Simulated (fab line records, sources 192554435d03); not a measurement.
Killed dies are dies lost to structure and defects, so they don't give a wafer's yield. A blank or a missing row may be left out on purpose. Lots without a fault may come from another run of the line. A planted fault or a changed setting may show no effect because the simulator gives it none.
Problem report in the 8D (eight disciplines) form, filled by code | flow n5_finfet | the parts of the form that need people (team, actions taken, sign-off) are left out

1. THE PROBLEM
spin_speed_rpm at N5_DUMMY_GATE_COAT_34 reads a mean of 1170.9 rpm on 6 wafers of 2 lots; wafers without a fault read 1499.8 rpm with a standard deviation of 0.99. That is -99 or more standard deviations from the usual mean.
The step: time 60 s, resist thk 60 nm.
First seen on wafer L747.2, day 6 23:32, on litho_track-01. The record holds 27 wafers of 9 lots with a number at this step. Rule for "out", or "out of limits": more than 4 standard deviations from the usual mean. The other wafers with a number count as sound.

2. WHAT IT IS AND WHAT IT IS NOT
question                    | is                     | is not
which readings at this step | spin_speed_rpm         | -
which lots                  | L747, L748             | L731, L735, L736, L739, L750, L753, L754
which wafers of those lots  | all that have a number | -
read on which tools         | litho_track-01         | litho_track-03
when                        | from day 6 23:32       | up to then (12 sound wafers); but 9 sound wafers of L750, L753, L754 came after

3. SUSPECTS, AND WHAT RULES EACH OUT
Counting: a tool at a process step up to the reading stays a suspect if it ran every lot that is out and no sound lot after the first of them.
- litho_track-01 at N5_DUMMY_GATE_COAT_34 (time 60 s, resist thk 60 nm): kept. It ran every lot that is out, first L747 (day 6 23:32), and no sound lot after that; its last sound lot up to then is L736 (day 4 07:19). Its own readings are out on those wafers: spin_speed_rpm.
Left after counting: litho_track-01 at N5_DUMMY_GATE_COAT_34.

4. THE CAUSE (what the simulator had put in)
Process parameter drift: litho_track-01, from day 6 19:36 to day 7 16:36, at N5_DUMMY_GATE_COAT_34. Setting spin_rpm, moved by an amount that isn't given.
Counting left only this tool.

5. THE CHAIN OF EFFECTS, in route order
Each row: a reading whose mean over the struck wafers that have a number lies more than 3 standard deviations from the usual. Only readings for which the record gives a usual standard deviation are gone through. hours: the time from each lot's start at the first step in this table that gives one to its start at this step, as a median over the lots. sigmas: the change in usual standard deviations.
hours | step                  | reading        | usual      | on struck wafers | change | sigmas
0     | N5_DUMMY_GATE_COAT_34 | spin_speed_rpm | 1499.8 rpm | 1170.9           | -328.9 | -99 or more
The process steps in it:
- N5_DUMMY_GATE_COAT_34: time 60 s, resist thk 60 nm.
Later measuring or inspecting steps at which every struck wafer that the step has a row for has a number for every such reading, and none has moved that far: N5_BEOL_M4_RC_MEAS_101.

6. WHAT WOULD HAVE CAUGHT IT SOONER
In this record the first reading out of limits was taken at day 6 23:32, 4 hours after the fault began at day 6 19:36.
